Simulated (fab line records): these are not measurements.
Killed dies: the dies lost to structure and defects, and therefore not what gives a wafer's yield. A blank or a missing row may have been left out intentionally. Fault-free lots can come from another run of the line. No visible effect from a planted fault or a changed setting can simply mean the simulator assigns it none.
Chamber matching | flow nand harc | NHARC_P_M2_STRIP_18 on rie diel-01: 4 sister chambers
The step strips in N2/H2. 4 wafers are shown with their chamber, then 12 later ones without.

== WAFERS WITH THEIR CHAMBER ==
wafer  | chamber | drypump motor current A (A)
L087.3 | 1       | 6.4
L089.2 | 0       | 5.2
L093.1 | 2       | 5.2
L093.5 | 3       | 5.3

== WAFERS WHOSE CHAMBER IS MISSING ==
wafer  | drypump motor current A (A)
L094.3 | 5.1
L094.4 | 5.3
L094.5 | 5.3
L095.1 | 6.3
L095.2 | 5.3
L095.5 | 5.3
L096.1 | 5.1
L096.2 | 5.3
L096.3 | 5.3
L097.2 | 5.3
L097.3 | 6.3
L097.6 | 5.3

== WHICH CHAMBER EACH WENT THROUGH ==
wafer  | from the rows above          | in truth
L094.3 | can't be placed: 0 or 2 or 3 | 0
L094.4 | can't be placed: 3 or 0 or 2 | 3
L094.5 | can't be placed: 3 or 0 or 2 | 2
L095.1 | 1                            | 1
L095.2 | can't be placed: 3 or 0 or 2 | 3
L095.5 | can't be placed: 3 or 0 or 2 | 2
L096.1 | can't be placed: 0 or 2 or 3 | 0
L096.2 | can't be placed: 3 or 0 or 2 | 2
L096.3 | can't be placed: 3 or 0 or 2 | 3
L097.2 | can't be placed: 3 or 0 or 2 | 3
L097.3 | 1                            | 1
L097.6 | can't be placed: 3 or 0 or 2 | 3
Correct placement for 2 of the 12. Can't be placed from these rows: 10 (the true chamber is among the candidates in 10). 0 placed wrongly.
How it was worked out, from the rows above alone: a wafer's distance from a chamber is the root of the sum, over the readings, of the square of ((its reading less the chamber's mean) divided by the reading's scatter). The wafer belongs to the nearest chamber; if the next one is less than 2 further off, it can't be placed. The mean given for a chamber averages the wafers shown for that chamber. The scatter: with one shown wafer a chamber, the root of the mean of the squares of how far each hidden wafer lies from its nearest shown one.
